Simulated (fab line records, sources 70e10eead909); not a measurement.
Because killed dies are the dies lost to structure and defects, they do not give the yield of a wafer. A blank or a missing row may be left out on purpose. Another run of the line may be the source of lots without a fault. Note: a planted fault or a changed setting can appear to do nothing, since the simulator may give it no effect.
Matching of chambers | flow nand harc | 4 sister chambers for NHARC_A_CHANNEL_HOLE_D1_ETCH_44 on rie diel-02
The step etches the open film in CF4/O2, target depth 140 nm, overetch 14 nm, time 77 s. 18 wafers are shown with their chamber, then 9 later ones without.

WAFERS WITH THEIR CHAMBER
wafer  | chamber | showerhead plenum p Torr (Torr) | drypump motor current A (A) | rf vpp V (V)
L074.1 | 2       | 1.40                            | 6.0                         | 199.3
L074.5 | 2       | 1.40                            | 6.1                         | 198.8
L074.6 | 3       | 1.31                            | 6.0                         | 196.3
L076.4 | 2       | 1.40                            | 6.1                         | 200.3
L076.5 | 2       | 1.40                            | 6.1                         | 200.0
L076.6 | 3       | 1.31                            | 6.0                         | 196.6
L077.1 | 1       | 1.39                            | 6.2                         | 199.8
L077.4 | 0       | 1.35                            | 5.5                         | 197.1
L077.6 | 3       | 1.31                            | 5.9                         | 197.1
L087.1 | 2       | 1.39                            | 6.1                         | 198.4
L087.4 | 3       | 1.31                            | 6.0                         | 196.0
L087.6 | 2       | 1.40                            | 6.1                         | 199.7
L086.1 | 1       | 1.39                            | 6.2                         | 197.9
L086.2 | 0       | 1.35                            | 5.5                         | 198.0
L086.5 | 1       | 1.39                            | 6.2                         | 197.3
L088.2 | 2       | 1.39                            | 6.1                         | 198.8
L088.3 | 0       | 1.34                            | 5.5                         | 197.6
L088.6 | 3       | 1.31                            | 6.0                         | 197.0

SIGNATURES (means of the wafers above)
reading                  | chamber 0 | chamber 1 | chamber 2 | chamber 3 | scatter within a chamber
showerhead plenum p Torr | 1.3467    | 1.3900    | 1.3971    | 1.3100    | 0.00387
drypump motor current A  | 5.500     | 6.200     | 6.086     | 5.980     | 0.0344
rf vpp V                 | 197.567   | 198.333   | 199.329   | 196.600   | 0.738
Rule: a wafer lies at a distance from a chamber equal to the root of the sum of squares, over the readings, of (its reading less the chamber's mean, divided by the reading's scatter). If the next closest chamber is less than 2 further off than the closest, the wafer can't be placed; otherwise it belongs to the closest. The scatter is the square root of a quotient: the sum, over the shown wafers, of each reading's squared deviation from its chamber's mean, divided by wafers minus chambers.

WAFERS WITHOUT THEIR CHAMBER
wafer  | showerhead plenum p Torr (Torr) | drypump motor current A (A) | rf vpp V (V)
L089.1 | 1.39                            | 6.1                         | 199.2
L089.4 | 1.39                            | 6.1                         | 198.9
L089.6 | 1.39                            | 6.2                         | 199.7
L094.1 | 1.34                            | 5.5                         | 199.2
L094.2 | 1.30                            | 5.9                         | 195.8
L094.5 | 1.30                            | 6.0                         | 197.4
L097.3 | 1.34                            | 5.5                         | 196.9
L097.4 | 1.39                            | 6.1                         | 197.2
L097.6 | 1.39                            | 6.1                         | 198.7

CHAMBER TAKEN BY EACH
wafer  | from the rows above     | in truth
L089.1 | can't be placed: 2 or 1 | 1
L089.4 | can't be placed: 2 or 1 | 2
L089.6 | can't be placed: 1 or 2 | 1
L094.1 | 0                       | 0
L094.2 | 3                       | 3
L094.5 | 3                       | 3
L097.3 | 0                       | 0
L097.4 | can't be placed: 1 or 2 | 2
L097.6 | can't be placed: 2 or 1 | 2
4 of 9 placed correctly. These rows do not allow placing 5 (true chamber among the candidates in 5). Placed wrongly: 0.
